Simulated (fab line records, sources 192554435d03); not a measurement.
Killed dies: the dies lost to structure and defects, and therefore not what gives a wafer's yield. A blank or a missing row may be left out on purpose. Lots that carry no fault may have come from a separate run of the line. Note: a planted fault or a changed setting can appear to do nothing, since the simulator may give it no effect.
Matching of chambers :: flow n5 finfet :: rie diel-06 running N5_BEOL_M8_ETCH_72: 4 sister chambers
The step etches underlayer in N2/H2, target depth 6.5 nm, time 5.2 s. 20 wafers are shown with their chamber, then 10 later ones without.

== WAFERS PAIRED WITH THEIR CHAMBERS ==
wafer: L075.1
chamber: 1
drypump motor current A (A): 4.9
throttle valve pct (%): 18.13
showerhead plenum p Torr (Torr): 2.44

wafer: L075.4
chamber: 2
drypump motor current A (A): 6.6
throttle valve pct (%): 17.56
showerhead plenum p Torr (Torr): 2.72

wafer: L075.6
chamber: 1
drypump motor current A (A): 4.9
throttle valve pct (%): 18.13
showerhead plenum p Torr (Torr): 2.44

wafer: L076.3
chamber: 3
drypump motor current A (A): 5.4
throttle valve pct (%): 18.39
showerhead plenum p Torr (Torr): 2.42

wafer: L076.5
chamber: 1
drypump motor current A (A): 4.9
throttle valve pct (%): 18.15
showerhead plenum p Torr (Torr): 2.43

wafer: L076.6
chamber: 2
drypump motor current A (A): 6.6
throttle valve pct (%): 17.58
showerhead plenum p Torr (Torr): 2.72

wafer: L078.1
chamber: 2
drypump motor current A (A): 6.6
throttle valve pct (%): 17.56
showerhead plenum p Torr (Torr): 2.72

wafer: L078.3
chamber: 3
drypump motor current A (A): 5.5
throttle valve pct (%): 18.37
showerhead plenum p Torr (Torr): 2.42

wafer: L078.4
chamber: 1
drypump motor current A (A): 4.9
throttle valve pct (%): 18.12
showerhead plenum p Torr (Torr): 2.43

wafer: L080.2
chamber: 0
drypump motor current A (A): 5.6
throttle valve pct (%): 17.82
showerhead plenum p Torr (Torr): 2.53

wafer: L080.3
chamber: 0
drypump motor current A (A): 5.6
throttle valve pct (%): 17.79
showerhead plenum p Torr (Torr): 2.53

wafer: L080.6
chamber: 0
drypump motor current A (A): 5.6
throttle valve pct (%): 17.82
showerhead plenum p Torr (Torr): 2.53

wafer: L085.2
chamber: 0
drypump motor current A (A): 5.6
throttle valve pct (%): 17.82
showerhead plenum p Torr (Torr): 2.52

wafer: L085.3
chamber: 1
drypump motor current A (A): 4.9
throttle valve pct (%): 18.14
showerhead plenum p Torr (Torr): 2.43

wafer: L085.5
chamber: 2
drypump motor current A (A): 6.6
throttle valve pct (%): 17.59
showerhead plenum p Torr (Torr): 2.71

wafer: L090.1
chamber: 2
drypump motor current A (A): 6.6
throttle valve pct (%): 17.64
showerhead plenum p Torr (Torr): 2.71

wafer: L090.3
chamber: 1
drypump motor current A (A): 4.9
throttle valve pct (%): 18.21
showerhead plenum p Torr (Torr): 2.42

wafer: L090.5
chamber: 1
drypump motor current A (A): 4.9
throttle valve pct (%): 18.19
showerhead plenum p Torr (Torr): 2.42

wafer: L091.3
chamber: 3
drypump motor current A (A): 5.4
throttle valve pct (%): 18.09
showerhead plenum p Torr (Torr): 2.74

wafer: L091.5
chamber: 3
drypump motor current A (A): 5.4
throttle valve pct (%): 18.11
showerhead plenum p Torr (Torr): 2.74

SIGNATURES (averages over the wafers above)
reading: drypump motor current A
chamber 0: 5.600
chamber 1: 4.900
chamber 2: 6.600
chamber 3: 5.425
scatter within a chamber: 0.0217

reading: throttle valve pct
chamber 0: 17.8125
chamber 1: 18.1529
chamber 2: 17.5860
chamber 3: 18.2400
scatter within a chamber: 0.0753

reading: showerhead plenum p Torr
chamber 0: 2.5275
chamber 1: 2.4300
chamber 2: 2.7160
chamber 3: 2.5800
scatter within a chamber: 0.0802
Rule: for a wafer and a chamber, the distance is found by dividing, reading by reading, the gap between the wafer's reading and the chamber's mean by the reading's scatter, squaring, summing and taking the root. If the next closest chamber is less than 2 further off than the closest, the wafer can't be placed; otherwise it belongs to the closest. The scatter: take each reading less its chamber's mean, square it, sum over the shown wafers, divide by the number of wafers less the number of chambers, and take the root.

== WAFERS WHOSE CHAMBER IS MISSING ==
wafer: L091.6
drypump motor current A (A): 5.6
throttle valve pct (%): 17.85
showerhead plenum p Torr (Torr): 2.51

wafer: L095.1
drypump motor current A (A): 4.9
throttle valve pct (%): 18.23
showerhead plenum p Torr (Torr): 2.42

wafer: L095.4
drypump motor current A (A): 5.5
throttle valve pct (%): 18.15
showerhead plenum p Torr (Torr): 2.73

wafer: L095.5
drypump motor current A (A): 6.6
throttle valve pct (%): 17.66
showerhead plenum p Torr (Torr): 2.70

wafer: L097.2
drypump motor current A (A): 4.9
throttle valve pct (%): 18.20
showerhead plenum p Torr (Torr): 2.41

wafer: L097.3
drypump motor current A (A): 5.6
throttle valve pct (%): 17.90
showerhead plenum p Torr (Torr): 2.51

wafer: L097.5
drypump motor current A (A): 6.6
throttle valve pct (%): 17.65
showerhead plenum p Torr (Torr): 2.70

wafer: L096.1
drypump motor current A (A): 4.9
throttle valve pct (%): 18.21
showerhead plenum p Torr (Torr): 2.41

wafer: L096.2
drypump motor current A (A): 5.6
throttle valve pct (%): 17.86
showerhead plenum p Torr (Torr): 2.51

wafer: L096.5
drypump motor current A (A): 5.6
throttle valve pct (%): 17.89
showerhead plenum p Torr (Torr): 2.51

== EACH ONE'S CHAMBER ==
wafer: L091.6
from the rows above: 0
in truth: 0

wafer: L095.1
from the rows above: 1
in truth: 1

wafer: L095.4
from the rows above: 3
in truth: 3

wafer: L095.5
from the rows above: 2
in truth: 2

wafer: L097.2
from the rows above: 1
in truth: 1

wafer: L097.3
from the rows above: 0
in truth: 0

wafer: L097.5
from the rows above: 2
in truth: 2

wafer: L096.1
from the rows above: 1
in truth: 1

wafer: L096.2
from the rows above: 0
in truth: 0

wafer: L096.5
from the rows above: 0
in truth: 0
10 of 10 placed correctly. Left unplaced by these rows: 0. Placed wrongly: 0.
